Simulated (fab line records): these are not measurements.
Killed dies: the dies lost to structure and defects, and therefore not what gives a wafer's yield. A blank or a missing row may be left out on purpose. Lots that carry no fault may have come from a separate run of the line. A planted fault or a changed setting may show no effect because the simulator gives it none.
Struck lot and sound lot, side by side | flow nandHarc | 40 steps out of a route of 1159
Sound: the wafers L568.1, L568.3, L568.4. The struck wafers were L580.3, L580.5, L580.6. The cause is given at the end.
At each step with rows: each side's tool, then ch and its chambers, then its first start. Under that, the readings that differ: sound wafers | struck wafers | difference of the means | sigmas: that difference in standard deviations of wafers without a fault.
alike: readings with means less than 2 such deviations apart, plus words and numbers identical on both sides. not compared: withheld readings, readings lacking a value on some wafer, bounds such as >300 that could conceal the same value, and numbers that have no deviation in the record and whose values overlap.
Wherever a step has rows on one side only, a row that says differs or no value, or a row with sigmas, the two part there. Numbers that have no deviation but don't overlap get no sigmas and don't part them. Lack of a reading on every wafer of one side parts them only where that side has two or more wafers.

first, 5 steps without rows for these wafers: NHARC_P_CONTACT_SOFTBAKE_07 (time 55 s); NHARC_P_CONTACT_EBR_08; NHARC_P_CONTACT_EXPOSE_09 (exposes mask P CA, target cd 90 nm); NHARC_P_CONTACT_PEB_10 (peb time 65 s); NHARC_P_CONTACT_DEVELOP_11 (develop time 35 s).
NHARC_P_CONTACT_CD_MEAS_12: target cd 90 nm.
  sound on cdSem-01 ch 0, day 6 05:31; struck on cdSem-02 ch 0, day 9 12:25
  alike: cdNm
NHARC_P_CONTACT_OVL_MEAS_13:
  sound on overlay-01, day 6 05:37; struck on overlay-01, day 9 12:31
  alike: overlayXNm, overlayYNm
NHARC_P_CONTACT_INSPECT_14:
  sound on defectInspect-01, day 6 05:39; struck on defectInspect-01, day 9 12:32
  alike: rawDefectCount
NHARC_P_CONTACT_DESCUM_17: chemistry O2, time 3 s.
  sound on rieDiel-13 ch 0,1,3, day 6 05:43; struck on rieDiel-13 ch 2,3, day 9 12:36
  alike: drypumpMotorCurrentA, oesProductAu, rfVppV, showerheadPlenumPTorr, throttleValvePct
  not compared: rfHoursCounterH
then, 1 step without rows for these wafers: NHARC_P_CONTACT_ETCH_35 (etches the open film in CF4, target depth 39 nm, time 65 s).
NHARC_P_CONTACT_ETCH_36: etches the open film in N2/H2, target depth 260 nm, time 406.25 s.
  sound: rieDiel-13 ch 1,2,3; struck: rieDiel-13 ch 1,2
  alike: biasW, drypumpMotorCurrentA, oesProductAu, rfVppV, showerheadPlenumPTorr, throttleValvePct
  not compared: rfHoursCounterH
then, 1 step without rows for these wafers: NHARC_P_CONTACT_ETCH_18 (etches the open film in C4F8/O2/Ar, target depth 481 nm, time 240.5 s).
NHARC_P_CONTACT_STRIP_37: strips in C4F8/O2/Ar.
  sound on rieDiel-13 ch 0,1,3, day 6 06:29; struck on rieDiel-13 ch 1,2,3, day 9 13:17
then, 1 step without rows for these wafers: NHARC_P_CONTACT_ETCH_31 (etches the open film in CH3F/O2, target depth 30 nm, time 85.7 s).
NHARC_P_CONTACT_CD_MEAS_19:
  sound on cdSem-02, day 6 06:41; struck on cdSem-03, day 9 13:29
  alike: cdNm
NHARC_P_CONTACT_STRIP_28: strips in O2.
  sound on rieDiel-10 ch 0,2,3, day 6 06:45; struck on rieDiel-10 ch 0,3, day 9 13:34
  alike: drypumpMotorCurrentA, oesProductAu, rfVppV, showerheadPlenumPTorr, throttleValvePct
  not compared: rfHoursCounterH
then, 3 steps without rows for these wafers: NHARC_P_CONTACT_STRIP_29 (strips in post etch residue remover, time 1200 s); NHARC_P_CONTACT_DEGAS_38 (time 60 s); NHARC_P_CONTACT_PRE_CLEAN_39 (time 19.5 s).
NHARC_P_CONTACT_PVD_32: deposits Ti, target thk 5 nm, time 17.7 s.
  sound on pvdSputter-02; struck on pvdSputter-03
  alike: throttleValvePct
then, 14 steps without rows for these wafers: NHARC_P_CONTACT_ALD_22 (deposits TiN, target thk 3 nm, pulse time 1 s, ald cycles 150); NHARC_P_CONTACT_CVD_23 (deposits W, target thk 200 nm, time 557 s); NHARC_P_CONTACT_CMP_24 (polishes, t overpolish 30 s, target thk 200 nm); NHARC_P_CONTACT_SRD_26; NHARC_P_M0_DEP_00 (deposits SiOC, target thk 150 nm); NHARC_P_M0_DEHYDRATE_01 (time 120 s); NHARC_P_M0_HMDS_02 (time 30 s); NHARC_P_M0_COAT_33 (time 65 s); NHARC_P_M0_COAT_03 (resist thk 90 nm); NHARC_P_M0_SOFTBAKE_04 (time 55 s); NHARC_P_M0_EBR_05; NHARC_P_M0_EXPOSE_06 (exposes mask P M0, target cd 90 nm); NHARC_P_M0_PEB_07 (peb time 65 s); NHARC_P_M0_DEVELOP_08 (develop time 35 s).
NHARC_P_M0_CD_MEAS_09: target cd 90 nm.
  sound on cdSem-02 ch 0, day 6 13:23; struck on cdSem-03 ch 0, day 9 21:10
  alike: cdNm
NHARC_P_M0_OVL_MEAS_10: pitch 180 nm.
  sound on overlay-01, day 6 13:28; struck on overlay-02, day 9 21:15
  alike: overlayXNm, overlayYNm
then, 1 step without rows for these wafers: NHARC_P_M0_DESCUM_14 (chemistry O2, time 3 s).
NHARC_P_M0_ETCH_34: etches the open film in N2/H2, target depth 40 nm, overetch 12 nm, time 43.94 s.
  sound on rieDiel-09 ch 0,1,2, day 6 13:39; struck on rieDiel-02 ch 0,1,3, day 9 21:51
  alike: biasW, drypumpMotorCurrentA, oesProductAu, rfVppV, showerheadPlenumPTorr, throttleValvePct
  not compared: rfHoursCounterH
then, 1 step without rows for these wafers: NHARC_P_M0_ETCH_15 (etches the open film in C4F8/Ar, target depth 150 nm, overetch 15 nm, time 82.5 s).
-- record jumps: 13 days between struck wafers' starts before vs after; left off in module P_M0, resumes in module END, first step shown is number 1159 of the route --
NHARC_END_SORT_01:
  at this point the record logs the struck wafers (prober-01 ch 0, day 23 04:48) and has no rows for the sound ones

## WHERE THEY PART
Only at NHARC_END_SORT_01, within this record.

WHY: what had been put in by the simulator
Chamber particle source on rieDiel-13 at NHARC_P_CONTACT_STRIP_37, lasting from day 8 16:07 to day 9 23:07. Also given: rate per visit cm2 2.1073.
